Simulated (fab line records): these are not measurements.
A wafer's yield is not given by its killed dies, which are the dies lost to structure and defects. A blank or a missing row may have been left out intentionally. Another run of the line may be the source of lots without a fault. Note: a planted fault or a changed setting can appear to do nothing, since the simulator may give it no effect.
A lot that was struck, set against a sound lot    flow n5 finfet    37 out of 1938 route steps
Sound: the wafers L736.1, L736.4, L736.6. Struck: wafer L749.4. (L749.1, L749.6 of the same lot were not struck and are left out.) The cause comes at the end.
At each step with rows: each side's tool, then ch and its chambers, then its first start. Under that, the readings that differ: sound wafers    struck wafers    difference of the means    sigmas: that difference in standard deviations of wafers without a fault.
alike: readings whose means differ by less than 2 such deviations, and words and numbers that are the same on both sides. not compared: withheld readings, readings that some wafer has no value for, bounds like >300 that may hide the same value, and numbers for which the record gives no deviation and whose values overlap.
The two part at a step that has a row with sigmas, a row that says differs or no value, or rows on one side only. Numbers that don't overlap but have no deviation are shown without sigmas and don't part them. A reading that every wafer of one side lacks parts them only if that side has two wafers or more.

first, 8 steps without rows for these wafers: N5_BEOL_M0_ANNEAL_119 (time 90 s); N5_BEOL_M0_CMP_120 (polishes, stops on SiOC, t overpolish 6.9 s); N5_BEOL_M0_PRE_CLEAN_131 (time 15 s); N5_BEOL_M0_CO_CAP_123 (material Co, precursor CCTBA/H2, target thk 2 nm, time 102.1 s); N5_BEOL_M0_PRE_CLEAN_124 (time 15 s); N5_BEOL_M0_DEP_125 (deposits SiCN from 3MS/NH3, target thk 8 nm, time 14 s); N5_BEOL_M1_ILD_DEP_00 (deposits SiOC from DEMS/O2, target thk 79 nm, time 15.3 s); N5_BEOL_M1_PECVD_72 (deposits SiO2 from TEOS/O2, target thk 16 nm, time 18 s).
N5_BEOL_M1_HM_DEP_02: deposits TiN, target thk 20 nm.
  sound: pvd sputter-02 at day 6 18:31; struck: pvd sputter-01 at day 9 22:26
reading                                     sound         struck  difference  sigmas
model.TiN_of_BEOL_M1_HM_DEP_02.thk nm (nm)  19.8 20 19.8  9.4     -10.5       
  alike: throttle valve pct
then, 16 steps without rows for these wafers: N5_BEOL_M1_COAT_61 (time 60 s, resist thk 60 nm); N5_BEOL_M1_COAT_62 (time 60 s, resist thk 12 nm); N5_BEOL_M1_COAT_73 (time 60 s, resist thk 5 nm); N5_BEOL_M1_COAT_05 (resist thk 30 nm); N5_BEOL_M1_EBR_07; N5_BEOL_M1_SOFTBAKE_06 (time 60 s); N5_BEOL_M1_EXPOSE_08 (exposes mask M1); N5_BEOL_M1_PEB_09 (peb time 60 s); N5_BEOL_M1_DEVELOP_10 (develop time 30 s); N5_BEOL_M1_DESCUM_16 (chemistry O2, time 7 s); N5_BEOL_M1_ETCH_74 (etches underlayer in N2/H2, target depth 6.5 nm, time 5.2 s); N5_BEOL_M1_ETCH_63 (etches SiARC in CF4, target depth 15.6 nm, time 26 s); N5_BEOL_M1_ETCH_64 (etches SOC in N2/H2, target depth 75 nm, overetch 15 nm, time 112.5 s); N5_BEOL_M1_STRIP_65 (strips in N2/H2); N5_BEOL_M1_STRIP_75 (strips in N2/H2); N5_BEOL_M1_STRIP_66 (strips in CF4).
N5_BEOL_M1_HM_OPEN_17: chemistry Cl2/BCl3, target TiN, target depth 20 nm, overetch 6 nm.
  sound on rie metal-02 ch 0,1, day 6 19:24; struck on rie metal-02 ch 0, day 9 23:20
reading                   sound              struck  difference  sigmas
oes product au (a.u.)     0.63 0.64 0.80     0.44    -0.25       -3
throttle valve pct (%)    22.23 22.21 22.16  22.56   +0.36       +2
model.etch.depth nm (nm)  19.9 20.02 19.87   9.41    -10.52      
  alike: drypump motor current A, oes_ar_750_au
  not compared: rf hours counter h
then, 8 steps without rows for these wafers: N5_BEOL_M1_STRIP_19 (strips in O2); N5_BEOL_M1_COAT_67 (time 60 s, resist thk 60 nm); N5_BEOL_M1_COAT_68 (time 60 s, resist thk 12 nm); N5_BEOL_M1_COAT_76 (time 60 s, resist thk 5 nm); N5_BEOL_M1_COAT_22 (resist thk 30 nm); N5_BEOL_M1_EBR_24; N5_BEOL_M1_SOFTBAKE_23 (time 60 s); N5_BEOL_M1_EXPOSE_25 (exposes mask V0, defocus 5 nm, target cd 24 nm).
N5_BEOL_M1_TRENCH_ETCH_37: etches SiOC in C4F6/O2, target depth 55.207 nm, time 29 s.
  sound on rie diel-04 ch 2,3; struck on rie diel-05 ch 0
reading                                     sound           struck  difference  sigmas
drypump motor current A (A)                 5.9 6.2 6.2     5.4     -0.7        -2
showerhead plenum p Torr (Torr)             2.93 2.78 2.78  3.04    +0.21       +2
model.TiN_of_BEOL_M1_HM_DEP_02.thk nm (nm)  17.6 17.6 17.4  7.2     -10.3       
  alike: oes_ar_750_au, oes product au, rf vpp V, throttle valve pct
  not compared: rf hours counter h
-- a jump in the record: the struck wafers' starts before and after are 2 days apart (it breaks off in module BEOL_M1 and resumes in module BEOL_M4, where the first step shown is number 1111 of the route) --
N5_BEOL_M4_RC_MEAS_101:
  sound on prober-01 ch 0, day 8 19:04; struck on prober-01 ch 0, day 11 23:56
reading        sound        struck  difference  sigmas
ION_N (uA/um)  690 684 675  656     -27         -2
ION_P (uA/um)  476 469 465  451     -19         -3
  alike: DIBL_N, DIBL_P, IOFF_N, IOFF_P, SS_N, SS_P, VT_N, VT_P
-- record jumps: 4 days separate the struck wafers' starts on either side; left off in module BEOL_M4, taken up again in module PASSIVATION, whose first shown step is the route's number 1936 --
N5_PASSIVATION_PROBE_49:
  rows exist in the record for the struck wafers here (prober-01, day 16 01:04), but not for the sound ones

## WHERE THEY PART
At N5_BEOL_M1_HM_OPEN_17 first; at N5_PASSIVATION_PROBE_49 last (within this record only).

WHY: what had been put in by the simulator
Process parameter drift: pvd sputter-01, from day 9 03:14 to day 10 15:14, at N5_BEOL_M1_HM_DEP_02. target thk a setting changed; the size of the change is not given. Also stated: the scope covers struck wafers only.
